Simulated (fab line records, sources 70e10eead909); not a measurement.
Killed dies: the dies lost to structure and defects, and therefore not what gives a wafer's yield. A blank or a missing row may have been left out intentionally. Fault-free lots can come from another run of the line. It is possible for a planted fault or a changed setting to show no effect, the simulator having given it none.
fab line records	flow nandHarc
[record] lots = 13	wafers = 37	lastDay = 33
route steps=1302 shown A_STAIRCASE@675 A_SGD_CUT@890 END@1302
lots that met no fault: taken from a fault-free run of the same line
startH: hours from the record's first day to the start of the lot's first wafer shown	waitH: hours elapsed since this lot's preceding step	" identical to the entry in the row above	L1.1+2: one row covering several wafers at once	- either no value or no given start	* or withheld: withheld	< > ~ a bound
route shown NAME@n: a module of which the file shows steps, and the number in the route of the first	usual: mean/standard deviation taken from wafers without a fault	same: alike in all rows	chamber/n: place in a boat	sites: per-site readings	_std_site: the values' standard deviation	_edge_site: inner sites' mean taken away from outer sites' mean	radiusMm: for every site, how far away it sits from the centre of the wafer	mask NAME#n: copy n	behind: the last tool/chamber to shape the wafer	hold: cause of the lot's hold/its duration in hours/its outcome	device: names the non-switching transistor (n, p or np)	end of line: tests of these same wafers at the route's end	step lacking rows: just its recipe	killed: not the wafer's yield, but the dies lost to structure and defects at the first sort	map: the dies of a wafer, with x for killed, . for not killed, _ for no die there
set.NAME: the setting as run; set.NAME@STEP: as run at that earlier step	model.NAME: the simulator's own value behind a step, which no gauge read
steps of the route over a sample of lots; a table a step, a row a wafer
services: when a tool's chamber went out of use (startH, in hours from the record's first day, below 0 if earlier), for how many hours, and the reason
[[steps]]
[step NHARC_A_STAIRCASE_ETCH_19]
[recipe] targetDepthA = 1000	timeS = 40.5	ionEnergyEv = 400	c4f8FlowSccm = 20	o2FlowSccm = 10	arFlowSccm = withheld	rfW = 600	biasW = 1000	chemistry = C4F8/O2
[usual] biasW = 1000/3	oesProductAu = 0.942/0.011	rfVppV = 896/5.7
lot.wafer	tool	chamber	startH	waitH	biasW	oesProductAu	rfHoursCounterH	rfVppV
L547.2	rieDiel-12	3	355.23	-	999	0.948	31	896
L547.3	"	0	"	"	1000	0.949	29	887
L547.6	"	2	"	"	999	0.957	-	895
L550.1	rieDiel-12	2	388.10	-	1003	0.951	35	896
L550.6	"	3	"	"	999	0.933	-	897
L550.5	"	0	"	"	1001	0.929	-	888
L552.3	rieDiel-07	0	388.29	-	1003	0.939	21	893
L552.2	"	3	"	"	1002	0.935	29	889
L552.6	"	0	"	"	1000	0.937	-	893
L551.2	rieDiel-07	1	392.97	-	999	0.925	26	899
L551.6	"	0	"	"	1006	0.930	-	893
L551.5	"	1	"	"	1003	0.924	-	897
L553.1	rieDiel-12	0	417.62	-	998	0.942	48	888
L553.2	"	1	"	"	1000	0.958	44	895
L553.6	"	0	"	"	997	0.951	-	889
L555.2	rieDiel-11	2	431.41	-	1001	0.958	54	902
L555.3	"	3	"	"	1005	0.934	49	900
L555.6	"	1	"	"	996	0.944	-	904
L556.4	rieDiel-12	2	435.86	-	1000	0.937	57	895
L556.1	"	1	"	"	1000	0.938	48	898
L556.6	"	2	"	"	1001	0.955	-	895
L554.3	rieDiel-12	0	440.50	-	997	0.925	54	886
L554.1	"	1	"	"	995	0.938	50	896
L554.5	"	3	"	"	996	0.926	-	897
L559.1	rieDiel-07	3	483.59	-	1003	0.941	1	888
L559.2	"	0	"	"	997	0.930	0	893
L559.5	"	3	"	"	1002	0.939	-	887
L560.3	rieDiel-11	2	489.06	-	1002	0.948	15	903
L560.6	"	2	"	"	999	0.953	-	904
L560.5	"	3	"	"	1002	0.944	-	901
L566.5	rieDiel-07	2	539.09	-	1003	0.925	-	901
L567.1	rieDiel-11	2	553.43	-	1000	0.946	41	904
L567.4	"	3	"	"	1000	0.946	43	899
L567.5	"	0	"	"	1000	0.957	-	889
L569.3	rieDiel-11	3	580.13	-	999	0.928	55	898
L569.2	"	1	"	"	1001	0.940	54	904
L569.6	"	0	"	"	997	0.942	-	889
[step NHARC_A_STAIRCASE_CMP_152]
[usual] motorCurrentA = 11.9/0.98
lot.wafer	tool	chamber	startH	waitH	motorCurrentA
L547.2	cmp-02	0	443.80	0.1	14.1
L547.3	"	1	"	"	11.3
L547.6	"	2	"	"	11.8
L552.2	cmp-03	2	467.59	0.1	11.3
L552.3	"	0	"	"	11.7
L552.6	"	2	"	"	11.3
L550.1	cmp-02	2	467.84	0.1	11.4
L550.5	"	3	"	"	10.9
L550.6	"	0	"	"	13.5
L551.2	cmp-04	0	471.50	0.1	13.0
L551.5	"	1	"	"	12.7
L551.6	"	2	"	"	13.8
L553.1	cmp-02	3	490.43	0.1	10.9
L553.2	"	2	"	"	12.2
L553.6	"	0	"	"	13.6
L555.2	cmp-02	0	514.21	0.1	13.8
L555.3	"	2	"	"	11.2
L555.6	"	1	"	"	11.1
L556.4	cmp-03	2	518.76	0.1	11.1
L556.1	"	3	"	"	11.7
L556.6	"	0	"	"	11.1
L554.1	cmp-02	2	520.09	0.1	11.5
L554.3	"	3	"	"	10.7
L554.5	"	3	"	"	11.0
L559.2	cmp-02	2	564.42	0.1	12.7
L559.1	"	3	"	"	10.8
L559.5	"	1	"	"	11.3
L560.3	cmp-03	3	564.53	0.1	11.9
L560.6	"	2	"	"	11.2
L560.5	"	3	"	"	12.0
L566.5	cmp-04	1	620.02	0.1	12.8
L567.1	cmp-03	0	626.37	0.1	11.3
L567.4	"	1	"	"	11.0
L567.5	"	2	"	"	11.5
L569.2	cmp-02	0	662.38	0.1	13.2
L569.3	"	1	"	"	11.2
L569.6	"	0	"	"	13.2
[step NHARC_A_STAIRCASE_DEP_471]
[recipe] targetThkA = 1000	tempC = 400	pressureTorr = 6.5	rfW = 900	teosFlowSccm = 161.4	flowSccm = 2650	targetThkNm = 100	gas = O2	material = SiO2
[usual] heaterPowerW = 537/86	throttleValvePct = 15.7/0.71
lot.wafer	tool	chamber	startH	waitH	heaterPowerW	throttleValvePct
L547.3	pecvd-01	0	444.88	-	592	15.3
L547.2	"	2	"	"	420	16.3
L547.6	"	2	"	"	421	16.6
L552.2	pecvd-02	2	468.83	-	449	15.0
L552.3	"	1	"	"	591	15.6
L552.6	"	1	"	"	599	15.8
L550.1	pecvd-01	1	468.97	-	534	16.1
L550.5	"	1	"	"	538	15.9
L550.6	"	2	"	"	510	16.7
L551.2	pecvd-01	1	472.65	-	544	16.1
L551.6	"	0	"	"	543	15.1
L551.5	"	2	"	"	490	16.5
L553.2	pecvd-02	2	491.60	-	427	15.3
L553.1	"	0	"	"	439	15.3
L553.6	"	2	"	"	431	15.3
L555.2	pecvd-02	1	515.46	-	630	15.9
L555.3	"	2	"	"	485	15.0
L555.6	"	2	"	"	348	14.7
L556.1	pecvd-01	1	519.83	-	570	15.9
L556.6	"	1	"	"	570	15.9
L556.4	"	0	"	"	632	14.5
L554.1	pecvd-02	0	521.24	-	464	15.0
L554.3	"	1	"	"	644	15.8
L554.5	"	0	"	"	472	15.1
L559.2	pecvd-02	1	565.65	-	700	15.8
L559.1	"	2	"	"	473	15.3
L559.5	"	0	"	"	448	15.4
L560.3	pecvd-03	0	566.22	-	617	15.6
L560.6	"	1	"	"	401	16.6
L560.5	"	2	"	"	632	14.7
L566.5	pecvd-01	1	624.13	-	593	16.3
L567.1	pecvd-03	0	627.51	-	629	15.6
L567.5	"	2	"	"	636	14.7
L567.4	"	1	"	"	441	16.7
L569.2	pecvd-03	2	663.53	-	643	14.7
L569.3	"	2	"	"	656	14.7
L569.6	"	1	"	"	490	16.6
[step NHARC_A_SGD_CUT_DEP_00]
[recipe] targetThkA = 500	tempC = 400	targetThkNm = 50	flowSccm = 200	rfW = 450	material = SiNx
[usual] heaterPowerW = 668/110
lot.wafer	tool	chamber	startH	waitH	hold	heaterPowerW
L547.3	pecvd-03	1	445.59	0.1	-	570
L547.2	"	2	"	"	-	662
L547.6	"	0	"	"	-	722
L552.2	pecvd-02	0	469.51	0.1	-	612
L552.3	"	2	"	"	-	589
L552.6	"	0	"	"	-	631
L550.1	pecvd-03	1	469.69	0.1	-	626
L550.6	"	1	"	"	-	607
L550.5	"	2	"	"	-	721
L551.2	pecvd-02	0	473.33	0.1	-	560
L551.5	"	0	"	"	-	564
L551.6	"	1	"	"	-	875
L553.1	pecvd-04	1	492.28	0.1	-	670
L553.2	"	2	"	"	-	464
L553.6	"	2	"	"	-	454
L555.2	pecvd-02	2	516.14	0.1	-	615
L555.3	"	1	"	"	-	842
L555.6	"	0	"	"	-	528
L556.1	pecvd-04	0	520.52	0.1	-	811
L556.6	"	1	"	"	-	706
L556.4	"	2	"	"	-	550
L554.3	pecvd-04	1	521.92	0.1	-	699
L554.1	"	0	"	"	-	694
L554.5	"	0	"	"	-	684
L559.1	pecvd-02	1	566.38	0.1	-	708
L559.2	"	2	"	"	-	548
L559.5	"	1	"	"	-	730
L560.3	pecvd-02	1	566.98	0.1	-	860
L560.5	"	0	"	"	-	627
L560.6	"	1	"	"	-	863
L567.1	pecvd-02	1	628.19	0.1	-	849
L567.5	"	0	"	"	-	600
L567.4	"	1	"	"	-	859
L566.5	pecvd-04	2	628.70	3.9	awaitDispo/3.6h/release	530
L569.2	pecvd-03	1	664.25	0.1	-	577
L569.3	"	1	"	"	-	570
L569.6	"	2	"	"	-	803
[step NHARC_A_SGD_CUT_CD_MEAS_09]
[recipe] targetCdNm = 100	landingEnergyEv = 500
[usual] cdNm = 100.4/0.52
[same] landingEnergyEv = 500
lot.wafer	tool	chamber	startH	waitH	cdNm
L547.2	cdSem-02	0	446.29	-	100.6
L547.3	"	0	"	"	100.9
L547.6	"	0	"	"	101.4
L552.2	cdSem-02	0	470.24	-	99.9
L552.3	"	0	"	"	99.9
L552.6	"	0	"	"	99.8
L550.1	cdSem-03	0	470.39	-	100.7
L550.5	"	0	"	"	99.5
L550.6	"	0	"	"	100.3
L551.2	cdSem-01	0	474.02	-	99.5
L551.5	"	0	"	"	100.0
L551.6	"	0	"	"	100.0
L553.1	cdSem-01	0	492.97	-	100.4
L553.2	"	0	"	"	100.7
L553.6	"	0	"	"	101.1
L555.2	cdSem-02	0	516.87	-	100.5
L555.3	"	0	"	"	100.7
L555.6	"	0	"	"	100.5
L556.1	cdSem-03	0	521.24	-	99.8
L556.4	"	0	"	"	100.3
L556.6	"	0	"	"	99.9
L554.1	cdSem-03	0	522.65	-	101.7
L554.3	"	0	"	"	100.0
L554.5	"	0	"	"	100.8
L559.1	cdSem-02	0	567.08	-	100.8
L559.2	"	0	"	"	101.0
L559.5	"	0	"	"	100.8
L560.3	cdSem-03	0	567.65	-	100.1
L560.5	"	0	"	"	99.7
L560.6	"	0	"	"	100.3
L567.1	cdSem-02	0	628.88	-	100.5
L567.4	"	0	"	"	99.8
L567.5	"	0	"	"	99.8
L566.5	cdSem-03	0	629.23	-	101.3
L569.2	cdSem-02	0	665.06	-	100.3
L569.3	"	0	"	"	100.5
L569.6	"	0	"	"	99.8
[step NHARC_END_SORT_01]
[recipe] tempC = 25
[usual] killedAtArray = 61/20	killedAtOther = 0.9/1.1	killedAtPeriphery = 3.7/2.5	killedDies = 65/21	killedOpen = 3.3/1.8	killedShort = 2.3/1.5
[same] grossDies = 677
lot.wafer	tool	chamber	startH	waitH	killedAtArray	killedAtOther	killedAtPeriphery	killedDies	killedOpen	killedShort
L559.2	prober-01	0	690.80	2.8	30	1	3	34	3	2
L560.5	prober-02	0	700.20	3.7	93	5	8	106	4	3
L566.5	prober-01	0	772.55	3.7	176	1	2	179	1	2
// killed by level:class
L559.2 A_CHANNEL_HOLE_D1:chamberFilmFlake=7 A_SLIT:chamberFilmFlake=6 A_STAIRCASE:chamberFilmFlake=4 A_CONTACT:chamberFilmFlake=3 P_GATE:chamberFilmFlake=2 A_CHANNEL_FILL_D1:chamberFilmFlake=2 A_WL_FILL:chamberFilmFlake=2 A_ONON_D1:geometricParticle:short=1
L560.5 A_CHANNEL_HOLE_D1:chamberFilmFlake=34 A_SLIT:chamberFilmFlake=28 A_CHANNEL_HOLE_D2:chamberFilmFlake=14 P_CONTACT:chamberFilmFlake=7 A_CONTACT:chamberFilmFlake=7 THIN_TSV:chamberFilmFlake=5 A_ONON_D1:geometricParticle:short=1 A_CHANNEL_FILL_D1:geometricParticle:open=1
L566.5 A_STAIRCASE:unspecified=102 A_CHANNEL_HOLE_D1:chamberFilmFlake=36 A_SLIT:chamberFilmFlake=26 A_CONTACT:chamberFilmFlake=4 A_WL_FILL:geometricParticle:short=2 A_STAIRCASE:chamberFilmFlake=2 A_WL_FILL:geometricParticle:open=1 P_ZERO_WELL:chamberFilmFlake=1
[[services]]
tool	chamber	startH	hours	kind
pecvd-03	-	366.08	13.0	pm
cmp-02	-	394.73	2.5	repair
pecvd-01	-	399.00	1.0	repair
pecvd-02	-	408.10	13.0	pm
rieDiel-12	1	411.34	1.3	repair
cmp-02	-	428.50	4.0	pm
cmp-02	-	432.69	0.7	repair
rieDiel-12	-	445.49	9.0	pm
rieDiel-12	0	478.60	2.4	repair
pecvd-03	0	489.00	29.0	repair
pecvd-01	-	492.50	13.0	pm
pecvd-03	1	522.13	34.3	repair
cmp-02	-	526.50	4.0	pm
pecvd-02	-	542.52	1.7	repair
pecvd-03	2	542.73	4.7	repair
pecvd-03	-	547.40	13.0	pm
cmp-02	-	553.09	1.6	repair
cmp-02	-	579.99	1.7	repair
pecvd-02	-	589.10	13.0	pm
pecvd-03	0	607.51	3.7	repair
cmp-02	-	624.50	4.0	pm
rieDiel-12	-	634.18	9.0	pm
pecvd-03	0	653.22	24.7	repair
rieDiel-12	0	663.80	5.2	repair
[[key]]
[firstSign] step = NHARC_END_SORT_01	reading = killedAtArray	direction = up	sigmas = 5.6	usual = 61	struck = 176
[effect] step = NHARC_END_SORT_01	reading = killedDies	direction = up	sigmas = 5.5	usual = 65	struck = 179
[moreKillsBornAt] NHARC_A_STAIRCASE_ETCH_19@rieDiel-07 = 102
metAt NHARC_A_STAIRCASE_ETCH_19
struckLots L566
struckWafers L566.5
testerLeftOut L566
notActingAt NHARC_A_STAIRCASE_CMP_152,NHARC_A_STAIRCASE_DEP_471,NHARC_A_SGD_CUT_CD_MEAS_09
[fault] kind = chamberParticleSource	tool = rieDiel-07	chamber = 2	onsetH = 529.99	steps = NHARC_A_STAIRCASE_ETCH_19	ratePerVisitCm2 = 1.7493	endH = 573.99
// testerLeftOut: of these lots the tester's yield and bins aren't shown, on N5 and GAA mostly nor the transistor test; their killed dies are dies lost to structure and defects alone, not to doping, threshold or leakage, so they don't give the yield
